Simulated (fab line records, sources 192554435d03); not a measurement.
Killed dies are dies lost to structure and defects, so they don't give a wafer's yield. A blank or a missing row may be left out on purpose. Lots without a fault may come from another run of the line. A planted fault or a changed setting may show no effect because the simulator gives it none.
Chamber matching | flow n5_finfet | N5_MOL_CONTACT_COAG_ALD_131 on ald_sin-03: 4 sister chambers
The step deposits SiO2, target thk 5 nm, pulse time 1 s, co reactant pulse time 1 s. 8 wafers are shown with their chamber, then 7 later ones without.

WAFERS WITH THEIR CHAMBER
wafer  | chamber | heater_power_w (W) | precursor_pulse_height_rel
L076.6 | 1       | 66                 | 0.983
L075.3 | 1       | 67                 | 1.016
L087.5 | 3       | 79                 | 0.998
L088.1 | 2       | 69                 | 0.935
L088.2 | 0       | 65                 | 0.983
L088.6 | 2       | 70                 | 0.989
L094.1 | 3       | 78                 | 0.985
L094.2 | 0       | 67                 | 1.000

WAFERS WITHOUT THEIR CHAMBER
wafer  | heater_power_w (W) | precursor_pulse_height_rel
L094.5 | 67                 | 1.016
L095.3 | 80                 | 0.994
L095.5 | 77                 | 0.998
L095.6 | 71                 | 1.007
L097.2 | 71                 | 1.008
L097.3 | 68                 | 0.986
L097.4 | 66                 | 0.989

WHICH CHAMBER EACH WENT THROUGH
wafer  | from the rows above          | in truth
L094.5 | can't be placed: 1 or 0      | 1
L095.3 | 3                            | 3
L095.5 | 3                            | 3
L095.6 | 2                            | 2
L097.2 | 2                            | 2
L097.3 | can't be placed: 1 or 2 or 0 | 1
L097.4 | can't be placed: 0 or 1      | 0
Placed correctly: 4 of 7. Can't be placed from these rows: 3 (the true chamber is among the candidates in 3). Placed wrongly: 0.
How it was worked out, from the rows above alone: a wafer's distance from a chamber is the root of the sum, over the readings, of the square of ((its reading less the chamber's mean) divided by the reading's scatter). The wafer belongs to the nearest chamber; if the next one is less than 2 further off, it can't be placed. A chamber's mean is the mean of its shown wafers. The scatter: the root of (the sum of the squares of (reading less its chamber's mean) over the shown wafers, divided by (wafers less chambers)).
